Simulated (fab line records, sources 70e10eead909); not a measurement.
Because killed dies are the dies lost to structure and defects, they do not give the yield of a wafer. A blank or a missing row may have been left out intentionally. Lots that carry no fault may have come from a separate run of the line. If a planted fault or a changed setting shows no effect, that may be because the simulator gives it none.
Chamber matching ; flow nand_harc ; pecvd-04 running NHARC_P_CONTACT_DEP_30: 3 sister chambers
The step deposits SiNx, target thk 30 nm. 3 wafers are shown with their chamber, then 8 later ones without.

== WAFERS, EACH WITH ITS CHAMBER ==
wafer;chamber;heater_power_w (W)
L082.2;1;685
L082.5;0;749
L085.2;2;717

== WAFERS WITH NO CHAMBER GIVEN ==
wafer;heater_power_w (W)
L085.3;668
L085.5;677
L091.1;681
L091.3;633
L091.5;646
L096.1;691
L096.4;699
L096.5;663

== WHICH CHAMBER EACH ONE RAN IN ==
wafer;from the rows above;in truth
L085.3;can't be placed: 1 or 2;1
L085.5;can't be placed: 1 or 2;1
L091.1;can't be placed: 1 or 2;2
L091.3;can't be placed: 1 or 2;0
L091.5;can't be placed: 1 or 2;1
L096.1;can't be placed: 1 or 2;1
L096.4;can't be placed: 1 or 2 or 0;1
L096.5;can't be placed: 1 or 2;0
Correct placement for 0 of the 8. Can't be placed from these rows: 8 (the true chamber is among the candidates in 6). Wrongly placed: 0.
How it was worked out, from the rows above alone: a wafer's distance from a chamber is the root of the sum, over the readings, of the square of ((its reading less the chamber's mean) divided by the reading's scatter). If the next closest chamber is less than 2 further off than the closest, the wafer can't be placed; otherwise it belongs to the closest. For every chamber, the mean is computed from those of its wafers that are shown. The scatter: root of mean squared gap, hidden wafer to nearest shown wafer, with one shown wafer a chamber.
